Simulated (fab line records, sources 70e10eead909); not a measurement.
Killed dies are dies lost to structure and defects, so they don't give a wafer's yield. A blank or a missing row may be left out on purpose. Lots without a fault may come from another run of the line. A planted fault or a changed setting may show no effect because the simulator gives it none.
Which tool did it? | flow nand_harc | 14 lots, 42 wafers sampled, at 3 steps of a route of 1159

WHAT THE GAUGES READ, wafer by wafer
NHARC_THIN_TSV_THK_MEAS_02: measures by ir. Usual: thk_nm 2992 nm, standard deviation 180.
lot  | measured     | on            | thk_nm (nm)    | flag
L689 | day 19 00:09 | film_metro-01 | 2762 3302 2850 |
L691 | day 19 14:07 | film_metro-01 | 3185 2917 2926 |
L693 | day 19 15:18 | film_metro-02 | 2809 2857 2962 |
L695 | day 20 04:17 | film_metro-02 | 2880 2648 2882 |
L696 | day 20 05:29 | film_metro-02 | 3124 3082 3053 |
L694 | day 20 06:41 | film_metro-01 | 2886 3039 3063 |
L697 | day 21 01:56 | film_metro-02 | 2852 3175 2775 |
L699 | day 21 03:07 | film_metro-01 | 2862 3070 3063 |
L700 | day 21 10:15 | film_metro-02 | 3002 2886 2688 |
L702 | day 21 18:40 | film_metro-01 | 2943 3051 2969 |
L705 | day 22 15:36 | film_metro-01 | 2948 2918 2758 |
L706 | day 23 03:55 | film_metro-02 | 3107 2849 3143 |
L711 | day 23 20:10 | film_metro-01 | 2883 2957 3317 |
L710 | day 23 21:22 | film_metro-02 | 3042 3352 3087 |

NHARC_THIN_TSV_CD_MEAS_16. Usual: cd_nm 1000.8 nm, standard deviation 1.3.
lot  | measured     | on        | cd_nm (nm)           | flag
L689 | day 19 02:04 | cd_sem-03 | 1000.6 1001.2 999.4  |
L691 | day 19 16:09 | cd_sem-01 | 1000.7 1000.8 998.3  |
L693 | day 19 17:19 | cd_sem-02 | 1000.1 1001.6 1001.6 |
L695 | day 20 06:11 | cd_sem-03 | 1002.1 1002.9 1000.7 |
L696 | day 20 07:30 | cd_sem-02 | 1000.6 999.0 999.3   |
L694 | day 20 09:20 | cd_sem-02 | 1002.2 1003.2 1002.3 |
L697 | day 21 03:58 | cd_sem-03 | 999.7 1000.0 999.9   |
L699 | day 21 05:23 | cd_sem-03 | 999.3 1000.7 1001.3  |
L700 | day 21 12:16 | cd_sem-02 | 1000.6 1000.3 1000.5 |
L702 | day 21 20:34 | cd_sem-01 | 1001.6 1000.6 1002.1 |
L705 | day 22 17:37 | cd_sem-01 | 1001.3 1001.3 1000.6 |
L706 | day 23 05:48 | cd_sem-02 | 1002.6 1000.8 999.2  |
L711 | day 23 22:13 | cd_sem-02 | 1001.1 999.0 1001.3  |
L710 | day 23 23:31 | cd_sem-03 | 1003.3 1001.5 1003.5 |

WHICH TOOL RAN EACH LOT (tool, then ch and the chambers of the sampled wafers, then the start)
lot  | NHARC_THIN_TSV_ETCH_15
L689 | rie_si-06 ch 2,3, day 19 01:55
L691 | rie_si-06 ch 0,3, day 19 16:01
L693 | rie_si-05 ch 1,2, day 19 17:10
L695 | rie_si-06 ch 0,1,3, day 20 06:03
L696 | rie_si-05 ch 1,2, day 20 07:21
L694 | rie_si-05 ch 1,2, day 20 09:11
L697 | rie_si-04 ch 1,2,3, day 21 03:50
L699 | rie_si-05 ch 0,1,2, day 21 05:16
L700 | rie_si-04 ch 1,2, day 21 12:07
L702 | rie_si-06 ch 0,3, day 21 20:25
L705 | rie_si-06 ch 2,3, day 22 17:28
L706 | rie_si-04 ch 0,1, day 23 05:40
L711 | rie_si-04 ch 1,3, day 23 22:04
L710 | rie_si-06 ch 0,2, day 23 23:23
- NHARC_THIN_TSV_ETCH_15: target depth 3000 nm, bosch target overetch cycles 2, bosch etch step 2.8 s.

WHAT THE TOOLS THEMSELVES READ (means of the sampled wafers that have a number; where no wafer has one, the mark that the record gives instead)
NHARC_THIN_TSV_ETCH_15. Usual: drypump_motor_current_A 5.5 A, standard deviation 0.37.
lot  | tool      | drypump_motor_current_A (A) | flag
L689 | rie_si-06 | 5.2                         |
L691 | rie_si-06 | 5.2                         |
L693 | rie_si-05 | 5.9                         |
L695 | rie_si-06 | 5.5                         |
L696 | rie_si-05 | 5.9                         |
L694 | rie_si-05 | 6.0                         |
L697 | rie_si-04 | 5.2                         |
L699 | rie_si-05 | 5.8                         |
L700 | rie_si-04 | 5.1                         |
L702 | rie_si-06 | 5.1                         |
L705 | rie_si-06 | 5.5                         |
L706 | rie_si-04 | 5.2                         |
L711 | rie_si-04 | 4.9                         |
L710 | rie_si-06 | 5.7                         |

THE ANSWER, worked out from the rows above alone
Rule: a lot is off if the mean of its wafers that have a number lies more than 3 standard deviations from the usual mean. A lot without any number at a reading at which 4 lots or more have one is off too. The other lots that the step has rows for count as sound. The gauges are gone through in route order, then the tools' own readings, and for those a lot's mean is taken as printed above. The first step at which some lot is off is used, and at that step the reading that is off furthest; a lot without a number counts as furthest.
No lot is off at any reading shown: from this, nothing can be told.

WHAT THE SIMULATOR HAD PUT IN
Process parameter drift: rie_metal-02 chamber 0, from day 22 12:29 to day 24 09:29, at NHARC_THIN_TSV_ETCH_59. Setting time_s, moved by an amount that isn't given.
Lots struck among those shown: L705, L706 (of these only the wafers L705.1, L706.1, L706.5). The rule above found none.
